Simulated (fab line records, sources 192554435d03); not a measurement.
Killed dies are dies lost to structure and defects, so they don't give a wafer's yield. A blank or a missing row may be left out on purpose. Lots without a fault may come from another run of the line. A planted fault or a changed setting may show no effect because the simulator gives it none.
A struck lot beside a sound one | flow n5_finfet | 14 steps out of a route of 1938
Sound: wafers L328.2, L328.4, L328.6. Struck: wafers L334.1, L334.2, L334.5. The cause comes at the end.
At each step with rows: each side's tool, then ch and its chambers, then its first start. Under that, the readings that differ: sound wafers | struck wafers | difference of the means | sigmas: that difference in standard deviations of wafers without a fault.
alike: readings whose means differ by less than 2 such deviations, and words and numbers that are the same on both sides. not compared: withheld readings, readings that some wafer has no value for, bounds like >300 that may hide the same value, and numbers for which the record gives no deviation and whose values overlap.
The two part at a step that has a row with sigmas, a row that says differs or no value, or rows on one side only. Numbers that don't overlap but have no deviation are shown without sigmas and don't part them. A reading that every wafer of one side lacks parts them only if that side has two wafers or more.

first, 1 step without rows for these wafers: N5_BEOL_M3_STRIP_75 (strips in N2/H2).
N5_BEOL_M3_STRIP_66: strips in CF4.
  sound on rie_diel-01 ch 0,1,2, day 7 00:13; struck on rie_diel-06 ch 0,1,3, day 9 00:05
  reading            | sound             | struck            | difference | sigmas
  rf_fwd_power_W (W) | 293.2 295.5 293.3 | 292.0 291.1 292.9 | -2.0       | -2
  alike: chamber_pressure_mTorr, drypump_motor_current_A, oes_product_au, rf_vpp_V, showerhead_plenum_p_Torr, throttle_valve_pct
  not compared: rf_hours_counter_h
N5_BEOL_M3_HM_OPEN_17: chemistry Cl2/BCl3, target TiN, target depth 20 nm, overetch 6 nm.
  sound on rie_metal-03 ch 0,1, day 7 00:16; struck on rie_metal-03 ch 0,1, day 9 00:07
  alike: chamber_pressure_mTorr, drypump_motor_current_A, oes_product_au, rf_fwd_power_W, throttle_valve_pct
  not compared: rf_hours_counter_h
N5_BEOL_M3_STRIP_19: strips in O2.
  sound on rie_diel-06 ch 1,3, day 7 00:22; struck on rie_diel-06 ch 0,1, day 9 00:14
  alike: chamber_pressure_mTorr, drypump_motor_current_A, oes_product_au, rf_vpp_V, showerhead_plenum_p_Torr, throttle_valve_pct
  not compared: rf_hours_counter_h
N5_BEOL_M3_CD_MEAS_18: pitch 36 nm, target cd 18 nm.
  sound on cd_sem-01, day 7 00:26; struck on cd_sem-03, day 9 00:18
  alike: cd_nm
then, 7 steps without rows for these wafers: N5_BEOL_M3_COAT_67 (time 60 s, resist thk 60 nm); N5_BEOL_M3_COAT_68 (time 60 s, resist thk 12 nm); N5_BEOL_M3_COAT_76 (time 60 s, resist thk 5 nm); N5_BEOL_M3_COAT_22 (resist thk 30 nm); N5_BEOL_M3_EBR_24; N5_BEOL_M3_SOFTBAKE_23 (time 60 s); N5_BEOL_M3_EXPOSE_25 (exposes mask V2, defocus 5 nm).
N5_BEOL_M3_PEB_26: peb time 60 s.
  sound on litho_track-04 ch 0, day 7 00:41; struck on litho_track-04, day 9 00:41
  no value came back on the struck wafers for chill_plate_temp_C (C), exhaust_pa (Pa); on the sound wafers chill_plate_temp_C (C) reads 23.01 22.97 23.09
then, 1 step without rows for these wafers: N5_BEOL_M3_DEVELOP_27 (develop time 30 s).

WHERE THEY PART
First at N5_BEOL_M3_STRIP_66; last, within this record, at N5_BEOL_M3_PEB_26.

WHY: what the simulator had put in
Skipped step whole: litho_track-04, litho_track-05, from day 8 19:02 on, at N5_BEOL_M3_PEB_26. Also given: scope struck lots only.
